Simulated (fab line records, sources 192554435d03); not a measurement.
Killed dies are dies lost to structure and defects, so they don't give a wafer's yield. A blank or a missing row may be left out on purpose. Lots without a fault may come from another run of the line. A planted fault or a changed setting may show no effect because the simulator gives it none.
One fault seen from 2 desks | flow n5_finfet | each desk has only its own numbers; what lay behind them comes last

THE METROLOGY DESK
What the gauges read, lot by lot, whatever tool the lot ran on: means of the sampled wafers that have a number. A lot is out of limits, marked OUT, if its mean lies more than 4 standard deviations from the usual mean; the brackets give that distance. Of its 12 readings 7 are shown: those that lie furthest out on some lot.
Columns: A = cd_nm at N5_HKMG_FIN_CD_MEAS_12, usual 92.2 nm; B = DIBL_N at N5_BEOL_M4_RC_MEAS_101, usual 35.9 mV/V; C = DIBL_P at N5_BEOL_M4_RC_MEAS_101, usual 35.8 mV/V; D = IOFF_N at N5_BEOL_M4_RC_MEAS_101, usual 0.15 nA/um; E = ION_N at N5_BEOL_M4_RC_MEAS_101, usual 674 uA/um; F = SS_N at N5_BEOL_M4_RC_MEAS_101, usual 71.3 mV/dec; G = VT_N at N5_BEOL_M4_RC_MEAS_101, usual 250 mV
lot  | first seen here | A    | B    | C    | D    | E   | F    | G
L103 | day 5 22:28     | 92.7 | 39.3 | 40.9 | 0.23 | 698 | 72.6 | 244
L111 | day 7 18:10     | 90.9 | 34.4 | 36.5 | 0.15 | 674 | 71.2 | 251
L113 | day 8 08:02     | 91.7 | 35.6 | 36.1 | 0.17 | 683 | 71.7 | 248
L115 | day 8 22:53     | 91.8 | 34.7 | 34.6 | 0.14 | 667 | 70.8 | 253
L117 | day 9 11:04     | 92.3 | 36.3 | 35.3 | 0.17 | 681 | 72.2 | 248
This desk's finding: nothing out of limits on any of the 5 lots.

THE DEFECT DESK
What the inspections along the route counted, lot by lot: means of the sampled wafers that have a number. A lot is out of limits, marked OUT, if its mean lies more than 4 standard deviations from the usual mean; the brackets give that distance.
Columns: A = raw_defect_count at N5_HKMG_FIN_INSPECT_14, usual 2.0
lot  | first seen here | A
L103 | day 5 22:31     | 1.3
L111 | day 7 18:13     | 2.3
L113 | day 8 08:05     | 3.0
L115 | day 8 22:56     | 2.0
L117 | day 9 11:08     | 1.3
This desk's finding: nothing out of limits on any of the 5 lots.

PUT TOGETHER
The metrology desk saw nothing out of limits.
The defect desk saw nothing out of limits.

WHAT THE SIMULATOR HAD PUT IN
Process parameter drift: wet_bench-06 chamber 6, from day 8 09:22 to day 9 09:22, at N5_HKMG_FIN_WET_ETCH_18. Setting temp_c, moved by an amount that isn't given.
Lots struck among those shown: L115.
